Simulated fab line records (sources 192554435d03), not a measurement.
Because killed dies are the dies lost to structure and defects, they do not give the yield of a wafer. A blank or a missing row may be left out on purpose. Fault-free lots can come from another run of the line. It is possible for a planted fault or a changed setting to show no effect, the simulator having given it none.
A lot that was struck, set against a sound lot ; flow n5Finfet ; 28 steps out of a route of 1938
Sound: the wafers L770.2, L770.4, L770.6. Struck: wafers L776.2, L776.4, L776.6. The cause is named last.
For every step that has rows: the tool of each side, followed by ch and its chambers, followed by its first start. Under that, the readings that differ: sound wafers ; struck wafers ; difference of the means ; sigmas: that difference in standard deviations of wafers without a fault.
alike: same words and numbers on both sides, and readings whose means sit less than 2 such deviations apart. not compared: any withheld reading, any reading some wafer has no value for, any bound like >300 that may hide the same value, and any number with overlapping values for which the record gives no deviation.
The two part at a step that has a row with sigmas, a row that says differs or no value, or rows on one side only. Non-overlapping numbers with no deviation appear without sigmas and do not part them. A reading that every wafer of one side lacks parts them only if that side has two wafers or more.

first, 9 steps without rows for these wafers: N5_MOL_CONTACT_COAG_COAT_64 (time 60 s, resist thk 10 nm); N5_MOL_CONTACT_COAG_COAT_34 (resist thk 40 nm); N5_MOL_CONTACT_COAG_EBR_36; N5_MOL_CONTACT_COAG_SOFTBAKE_35 (time 60 s); N5_MOL_CONTACT_COAG_EXPOSE_37 (exposes mask VD, defocus 0 nm); N5_MOL_CONTACT_COAG_PEB_38 (peb time 60 s); N5_MOL_CONTACT_COAG_DEVELOP_39 (develop time 30 s); N5_MOL_CONTACT_COAG_DESCUM_45 (chemistry O2, time 7 s); N5_MOL_CONTACT_COAG_ETCH_65 (etches underlayer in N2/H2, target depth 13 nm, time 10.4 s).
N5_MOL_CONTACT_COAG_ETCH_66: etches SiARC in CF4, target depth 13 nm, time 21.7 s.
  sound on rieDiel-01 ch 0,1,3, day 6 14:23; struck on rieDiel-01 ch 2,3, day 8 04:19
  no value came back on the struck wafers for any of 8 readings (biasW (W), cf4FlowSccm (sccm) and others); on the sound wafers biasW (W) reads 36.14 35.97 36.26
reading;sound;struck;difference;sigmas
model.CAR-EUV_of_MOL_CONTACT_COAG_COAT_34.thkNm (nm);17 17 16.8;24.4 24.4 24.4;+7.5;
  not compared: rfHoursCounterH
then, 1 step without rows for these wafers: N5_MOL_CONTACT_COAG_ALD_133 (deposits SiO2, target thk 5 nm, pulse time 1 s, co reactant pulse time 1 s).
N5_MOL_CONTACT_COAG_ETCHBACK_134: etches SiO2 in CHF3, target depth 10 nm, time 6.7 s.
  sound on rieDiel-01 ch 2,3, day 6 15:02; struck on rieDiel-02 ch 1,2,3, day 8 04:38
reading;sound;struck;difference;sigmas
oesProductAu (a.u.);0.77 0.88 0.88;0.30 0.36 0.26;-0.54;-6
model.CAR-EUV_of_MOL_CONTACT_COAG_COAT_34.thkNm (nm);15.6 15.6 15.4;23 23 22.8;+7;
  alike: CHF3_flow_sccm, drypumpMotorCurrentA, rfVppV, showerheadPlenumPTorr, throttleValvePct
  not compared: rfHoursCounterH
N5_MOL_CONTACT_COAG_ETCH_67: etches SOC in N2/H2, target depth 60 nm, overetch 21 nm, time 101.2 s.
  sound on rieDiel-01 ch 2,3, day 6 15:04; struck on rieDiel-02 ch 1,2,3, day 8 04:40
reading;sound;struck;difference;sigmas
oesProductAu (a.u.);0.64 0.74 0.74;0.30 0.36 0.26;-0.40;-5
  alike: biasW, chamberPressureMTorr, drypumpMotorCurrentA, rfVppV, showerheadPlenumPTorr, tempC, throttleValvePct
  not compared: rfHoursCounterH
then, 11 steps without rows for these wafers: N5_MOL_CONTACT_COAG_STRIP_68 (strips in N2/H2); N5_MOL_CONTACT_COAG_STRIP_69 (strips in N2/H2); N5_MOL_CONTACT_COAG_ETCHBACK_136 (etches SiO2 in CHF3, target depth 25 nm, time 16.7 s); N5_MOL_CONTACT_COAG_STRIP_120 (strips in CHF3); N5_MOL_CONTACT_COAG_VIA_ETCH_117 (etches SiO2 in C4F6/O2, target depth 40 nm, overetch 8 nm, time 26 s); N5_MOL_CONTACT_COAG_ETCH_124 (etches SiNx in CH3F/O2, stops on SiOC, target depth 6.5 nm); N5_MOL_CONTACT_COAG_ETCH_48 (etches SiOC in C4F6/O2, target depth 15 nm, overetch 4.5 nm, time 17 s); N5_MOL_CONTACT_COAG_STRIP_72 (strips in N2/H2); N5_MOL_CONTACT_COAG_STRIP_49 (strips in N2/H2, time 30 s); N5_MOL_CONTACT_COAG_PRECLEAN_138 (cleans in alkaline clean, time 60 s); N5_MOL_CONTACT_COAG_SRD_139 (time 30 s).
N5_MOL_CONTACT_COAG_CD_MEAS_101 targets a cd of 16 nm.
  struck on cdSem-02, day 8 05:10; sound on cdSem-01, day 6 15:32
reading;sound;struck;difference;sigmas
cdNm (nm);15.9 16.2 15.8;- - -;no value on the struck wafers;
after that, 1 step had no rows for these wafers: N5_MOL_CONTACT_COAG_PRE_CLEAN_121.
N5_BEOL_M4_RC_MEAS_101:
  the record has rows for the sound wafers here (prober-01 ch 0, day 9 00:07) and none for the struck ones
-- here the record skips 7 days between the struck wafers' starts before and after, leaving off in module BEOL_M4 and picking up in module PASSIVATION (first step shown: number 1936 of the route) --
N5_PASSIVATION_PROBE_49:
  record: rows for the struck wafers here (prober-02, day 14 21:26), none for the sound ones

## WHERE THEY PART
First at N5_MOL_CONTACT_COAG_ETCH_66; last, within this record, at N5_PASSIVATION_PROBE_49.

WHY: the cause the simulator had injected
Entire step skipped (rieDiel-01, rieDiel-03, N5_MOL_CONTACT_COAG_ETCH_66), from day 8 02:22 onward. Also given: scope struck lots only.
